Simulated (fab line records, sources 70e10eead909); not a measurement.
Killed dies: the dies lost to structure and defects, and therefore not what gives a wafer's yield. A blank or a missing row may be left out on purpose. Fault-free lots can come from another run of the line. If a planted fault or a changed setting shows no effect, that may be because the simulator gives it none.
Chamber matching    flow nand_harc    4 sister chambers for NHARC_A_CHANNEL_FILL_D1_ALD_16 on ald_hk-04
The step deposits SiO2, target thk 1.5 nm, pulse time 10 s, ald cycles 15. 8 wafers are shown with their chamber, then 9 later ones without.

EACH WAFER AND ITS CHAMBER
wafer   chamber  heater_power_w (W)  precursor_pulse_height_rel
L077.5  2        426                 0.981
L085.2  2        445                 1.015
L086.3  3        486                 0.975
L088.1  3        494                 1.014
L088.5  1        443                 0.996
L091.1  0        478                 0.981
L091.4  1        457                 1.017
L091.5  0        487                 0.975

WAFERS WITH NO CHAMBER GIVEN
wafer   heater_power_w (W)  precursor_pulse_height_rel
L092.1  480                 0.996
L092.2  477                 0.974
L092.6  479                 0.990
L093.2  476                 0.993
L093.3  453                 0.992
L093.6  446                 0.978
L096.3  458                 0.996
L096.4  433                 1.012
L096.5  476                 1.023

WHICH CHAMBER EACH WENT THROUGH
wafer   from the rows above           in truth
L092.1  can't be placed: 0 or 3       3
L092.2  can't be placed: 0 or 3       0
L092.6  can't be placed: 0 or 3       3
L093.2  can't be placed: 0 or 3 or 1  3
L093.3  can't be placed: 1 or 2       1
L093.6  can't be placed: 1 or 2       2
L096.3  can't be placed: 1 or 2 or 0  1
L096.4  can't be placed: 2 or 1       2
L096.5  can't be placed: 3 or 0 or 1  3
Placed correctly: 0 of 9. From these rows, 9 cannot be placed; in 9 the true chamber is one of the candidates. Placed wrongly: 0.
How it was worked out, from the rows above alone: a wafer's distance from a chamber is the root of the sum, over the readings, of the square of ((its reading less the chamber's mean) divided by the reading's scatter). If the next closest chamber is less than 2 further off than the closest, the wafer can't be placed; otherwise it belongs to the closest. Each chamber's mean is taken over the wafers shown for it. The scatter: the root of (the sum of the squares of (reading less its chamber's mean) over the shown wafers, divided by (wafers less chambers)).
